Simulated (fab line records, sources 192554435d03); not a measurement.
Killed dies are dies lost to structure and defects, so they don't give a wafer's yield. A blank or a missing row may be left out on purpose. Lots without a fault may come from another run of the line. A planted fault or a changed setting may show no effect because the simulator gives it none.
One fault seen from 3 desks | flow n5_finfet | each desk has only its own numbers; what lay behind them comes last

THE TOOL OWNER'S DESK: litho_track-04
The tool's own readings at N5_PMOS_HMC_CHANNEL_EPI_PEB_07 (peb time 60 s): means of the sampled wafers that have a number, for each lot that ran on this tool. A lot is out of limits, marked OUT, if its mean lies more than 4 standard deviations from the usual mean; the brackets give that distance.
Columns: A = heater_power_total_W at N5_PMOS_HMC_CHANNEL_EPI_PEB_07, usual 175.2 W; B = plate_temp_C at N5_PMOS_HMC_CHANNEL_EPI_PEB_07, usual 109.99 C
lot  | first seen here | A                | B
L549 | day 2 11:46     | 177.2            | 109.99
L555 | day 3 23:19     | 165.7 (-5.6) OUT | 105.09 (-38) OUT
L561 | day 5 11:25     | 164.1 (-6.5) OUT | 105.14 (-37) OUT
This desk's finding: out of limits on L555, L561; first on L555, day 3 23:19 (heater_power_total_W at N5_PMOS_HMC_CHANNEL_EPI_PEB_07). In limits: L549.

THE METROLOGY DESK
What the gauges read, lot by lot, whatever tool the lot ran on: means of the sampled wafers that have a number. A lot is out of limits, marked OUT, if its mean lies more than 4 standard deviations from the usual mean; the brackets give that distance.
Columns: A = PWELL_OVL at N5_WELL_APT_OVL_MEAS_26, usual 1 nm; B = cd_nm at N5_PMOS_HMC_CHANNEL_EPI_CD_MEAS_09, usual 237.6 nm
lot  | first seen here | A  | B
L546 | day 1 14:50     | 0  | 236.7
L547 | day 1 21:04     | -6 | 236.1
L548 | day 2 02:59     | 0  | 238.3
L549 | day 2 09:29     | 3  | 238.0
L550 | day 2 16:26     | -0 | 237.1
L551 | day 2 21:28     | 1  | 237.7
L555 | day 3 21:22     | 8  | 221.0 (-17) OUT
L558 | day 4 15:21     | -5 | 236.3
L561 | day 5 09:07     | 8  | 219.9 (-18) OUT
L562 | day 5 15:01     | -3 | 237.6
L565 | day 6 09:00     | 0  | 238.8
L568 | day 7 03:21     | 2  | 236.7
This desk's finding: out of limits on L555, L561; first on L555, day 3 23:23 (cd_nm at N5_PMOS_HMC_CHANNEL_EPI_CD_MEAS_09). In limits: L546, L547, L548, L549, L550, L551, L558, L562, L565, L568.

THE DEFECT DESK
What the inspections along the route counted, lot by lot: means of the sampled wafers that have a number. A lot is out of limits, marked OUT, if its mean lies more than 4 standard deviations from the usual mean; the brackets give that distance.
Columns: A = raw_defect_count at N5_ZERO_LAYER_INSPECT_20, usual 32
lot  | first seen here | A
L546 | day 1 13:15     | 33
L547 | day 1 19:17     | 27
L548 | day 2 01:24     | 29
L549 | day 2 07:30     | 30
L550 | day 2 14:51     | 24
L551 | day 2 19:53     | 29
L555 | day 3 19:30     | 32
L558 | day 4 13:23     | 39
L561 | day 5 07:40     | 41
L562 | day 5 13:25     | 49
L565 | day 6 07:25     | 36
L568 | day 7 01:15     | 43
This desk's finding: nothing out of limits on any of the 12 lots.

PUT TOGETHER
The tool owner's desk could have raised an alarm at day 3 23:19, on L555, L561.
The metrology desk could have raised an alarm at day 3 23:23, on L555, L561.
The defect desk saw nothing out of limits.
The defect desk has L555, L561 on record, within its limits.
Of the lots named, all ran N5_PMOS_HMC_CHANNEL_EPI_PEB_07 on litho_track-04.

WHAT THE SIMULATOR HAD PUT IN
Process parameter drift: litho_track-04, from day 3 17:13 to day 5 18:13, at N5_PMOS_HMC_CHANNEL_EPI_PEB_07. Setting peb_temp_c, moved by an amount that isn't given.
Lots struck among those shown: L555, L561.
Hours from the fault's start to each desk's first reading out of limits: the tool owner's desk, 6; the metrology desk, 6.
